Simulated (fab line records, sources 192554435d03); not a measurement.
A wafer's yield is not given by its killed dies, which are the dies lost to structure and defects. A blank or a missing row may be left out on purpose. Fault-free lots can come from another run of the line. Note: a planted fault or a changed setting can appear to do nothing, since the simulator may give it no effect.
Comparing a struck lot with a sound one	flow n5-finfet	26 steps out of a route of 1938
Sound: wafers L841.2, L841.4, L841.5. Struck: wafer L855.5; the same lot's L855.6 was not struck, so it is left out; see the end for the cause.
For every step that has rows: the tool of each side, followed by ch and its chambers, followed by its first start. Under that, the readings that differ: sound wafers	struck wafers	difference of the means	sigmas: that difference in standard deviations of wafers without a fault.
alike: readings whose means differ by less than 2 such deviations, and words and numbers that are the same on both sides. not compared: withheld readings, readings that some wafer has no value for, bounds like >300 that may hide the same value, and numbers for which the record gives no deviation and whose values overlap.
Wherever a step has rows on one side only, a row that says differs or no value, or a row with sigmas, the two part there. Numbers that don't overlap but have no deviation are shown without sigmas and don't part them. A reading that every wafer of one side lacks parts them only if that side has two wafers or more.

first, 9 steps without rows for these wafers: N5_BEOL_M9_DESCUM_33 (chemistry O2, time 7 s); N5_BEOL_M9_ETCH_76 (etches underlayer in N2/H2, target depth 6.5 nm, time 5.2 s); N5_BEOL_M9_ETCH_65 (etches SiARC in CF4, target depth 15.6 nm, time 26 s); N5_BEOL_M9_ETCH_66 (etches SOC in N2/H2, target depth 80 nm, overetch 16 nm, time 120 s); N5_BEOL_M9_STRIP_69 (strips in N2/H2); N5_BEOL_M9_STRIP_77 (strips in N2/H2); N5_BEOL_M9_VIA_ETCH_34 (etches SiCOH lowk in C4F6/O2, target depth 182.4 nm, time 68.4 s); N5_BEOL_M9_STRIP_73 (strips in C4F6/O2); N5_BEOL_M9_STRIP_36 (strips in N2/H2).
N5_BEOL_M9_TRENCH_ETCH_37: etches SiCOH lowk in C4F6/O2, target depth 151.43 nm, time 49 s.
  sound on rie-diel-04 ch 0,1,3, day 10 16:20; struck on rie-diel-03 ch 1, day 14 08:27
reading	sound	struck	difference	sigmas
run-length-s (s)	71.9 72.0 73.1	74.4	+2.1	+4
  alike: drypump-motor-current-A, mfc-ar-sccm, oes_ar_750_au, oes_o_777_au, oes-product-au, rf-vpp-V, showerhead-plenum-p-Torr, throttle-valve-pct
  not compared: rf-hours-counter-h, model.etch.depth-nm, model.BEOL_M9.feature-depth-nm
then, 15 steps without rows for these wafers: N5_BEOL_M9_ETCH_41 (etches SiCN in CH3F/O2, target depth 36.6 nm, time 70.1 s); N5_BEOL_M9_STRIP_80 (strips in N2/H2, time 10 s); N5_BEOL_M9_HM_STRIP_39 (strips TiN in peroxide tin strip, target depth 25 nm, time 158 s); N5_BEOL_M9_SRD_40 (time 30 s); N5_BEOL_M9_PRECLEAN_42 (cleans in residue remover, time 60 s); N5_BEOL_M9_SRD_43 (time 30 s); N5_BEOL_M9_CURE_72 (cures SiCOH lowk, time 120 s); N5_BEOL_M9_DEGAS_44 (time 60 s); N5_BEOL_M9_PRE_CLEAN_45 (time 30 s); N5_BEOL_M9_ALD_74 (deposits TaN, target thk 2 nm, pulse time 2 s, purge time 3 s); N5_BEOL_M9_SURFACE_TREAT_79; N5_BEOL_M9_CVD_78 (deposits Co from CCTBA/H2, target thk 2 nm, time 138.9 s); N5_BEOL_M9_SPUTTER_48 (material Cu, target thk 12 nm, time 2 s); N5_BEOL_M9_ECD_50 (material Cu, target thk 318 nm); N5_BEOL_M9_ANNEAL_51 (time 90 s).
N5_BEOL_M9_CMP_52: polishes, stops on SiCOH lowk, t overpolish 7 s, target thk 140 nm.
  sound on cmp-04 ch 0,2,3, day 10 20:00; struck on cmp-04 ch 2, day 14 11:32
  alike: barrier-field-endpoint-s, motor-current-A, overpolish-run-s, time-to-endpoint-s
  not compared: model.Cu_of_BEOL_M9_ECD_50.thk-nm

WHERE THEY PART
Only at N5_BEOL_M9_TRENCH_ETCH_37, within this record. Later steps at which nothing parts them and some readings are alike: N5_BEOL_M9_CMP_52.

WHY: whatever the simulator had introduced
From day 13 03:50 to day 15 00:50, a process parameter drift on rie-diel-03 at N5_BEOL_M9_TRENCH_ETCH_37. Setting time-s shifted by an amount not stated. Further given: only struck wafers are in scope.
